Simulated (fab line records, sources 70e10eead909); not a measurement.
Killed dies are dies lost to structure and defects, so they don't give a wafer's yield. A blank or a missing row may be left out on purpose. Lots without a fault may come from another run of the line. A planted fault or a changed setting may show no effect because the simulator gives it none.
Chamber matching | flow nand_harc | NHARC_P_M1_PRE_CLEAN_32 on pecvd-03: 3 sister chambers
The step time 12 s. 6 wafers are shown with their chamber, then 11 later ones without.

WAFERS WITH THEIR CHAMBER
wafer  | chamber | heater_power_w (W) | rf_fwd_power_W (W)
L085.5 | 2       | 583                | 292.5
L086.5 | 0       | 613                | 292.2
L088.2 | 0       | 582                | 291.3
L088.3 | 1       | 595                | 293.1
L088.6 | 2       | 562                | 292.2
L092.1 | 1       | 609                | 293.1

WAFERS WITHOUT THEIR CHAMBER
wafer  | heater_power_w (W) | rf_fwd_power_W (W)
L092.2 | 645                | 292.8
L092.4 | 503                | 292.3
L093.4 | 681                | 293.3
L093.5 | 679                | 292.5
L093.6 | 571                | 292.5
L095.1 | 673                | 292.6
L095.2 | 522                | 292.9
L095.6 | 677                | 293.2
L097.1 | 556                | 291.8
L097.3 | 519                | 294.0
L097.4 | 540                | 291.7

WHICH CHAMBER EACH WENT THROUGH
wafer  | from the rows above          | in truth
L092.2 | can't be placed: 1 or 0 or 2 | 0
L092.4 | can't be placed: 2 or 0      | 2
L093.4 | can't be placed: 1 or 0      | 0
L093.5 | can't be placed: 1 or 0 or 2 | 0
L093.6 | 2                            | 2
L095.1 | can't be placed: 1 or 0 or 2 | 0
L095.2 | can't be placed: 2 or 1      | 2
L095.6 | can't be placed: 1 or 0      | 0
L097.1 | can't be placed: 2 or 0      | 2
L097.3 | can't be placed: 2 or 1      | 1
L097.4 | can't be placed: 2 or 0      | 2
Placed correctly: 1 of 11. Can't be placed from these rows: 10 (the true chamber is among the candidates in 10). Placed wrongly: 0.
How it was worked out, from the rows above alone: a wafer's distance from a chamber is the root of the sum, over the readings, of the square of ((its reading less the chamber's mean) divided by the reading's scatter). The wafer belongs to the nearest chamber; if the next one is less than 2 further off, it can't be placed. A chamber's mean is the mean of its shown wafers. The scatter: the root of (the sum of the squares of (reading less its chamber's mean) over the shown wafers, divided by (wafers less chambers)).
